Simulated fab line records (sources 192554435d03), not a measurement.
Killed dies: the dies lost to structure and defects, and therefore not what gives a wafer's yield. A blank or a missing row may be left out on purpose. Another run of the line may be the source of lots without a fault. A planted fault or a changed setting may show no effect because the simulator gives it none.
Chamber matching ; flow n5-finfet ; N5_BEOL_M5_ETCH_67 on rie-diel-02: 4 sister chambers
The step etches SiARC in CF4, target depth 15.6 nm, time 26 s. 4 wafers are shown with their chamber, then 10 later ones without.

WAFERS PAIRED WITH THEIR CHAMBERS
wafer;chamber;showerhead-plenum-p-Torr (Torr)
L083.3;0;2.11
L083.4;1;2.07
L084.2;2;1.97
L084.4;3;2.18

WAFERS WITHOUT THEIR CHAMBER
wafer;showerhead-plenum-p-Torr (Torr)
L084.5;1.97
L094.2;2.18
L094.3;2.07
L094.4;1.96
L096.2;2.18
L096.3;1.96
L096.4;2.06
L097.1;2.06
L097.2;2.10
L097.4;1.96

EACH ONE'S CHAMBER
wafer;from the rows above;in truth
L084.5;2;2
L094.2;3;3
L094.3;1;1
L094.4;2;2
L096.2;3;3
L096.3;2;2
L096.4;1;1
L097.1;1;1
L097.2;0;0
L097.4;2;2
Placed correctly: 10 of 10. Left unplaced by these rows: 0. Number placed wrongly: 0.
How it was worked out, from the rows above alone: a wafer's distance from a chamber is the root of the sum, over the readings, of the square of ((its reading less the chamber's mean) divided by the reading's scatter). If the next closest chamber is less than 2 further off than the closest, the wafer can't be placed; otherwise it belongs to the closest. For every chamber, the mean is computed from those of its wafers that are shown. The scatter: root of mean squared gap, hidden wafer to nearest shown wafer, with one shown wafer a chamber.
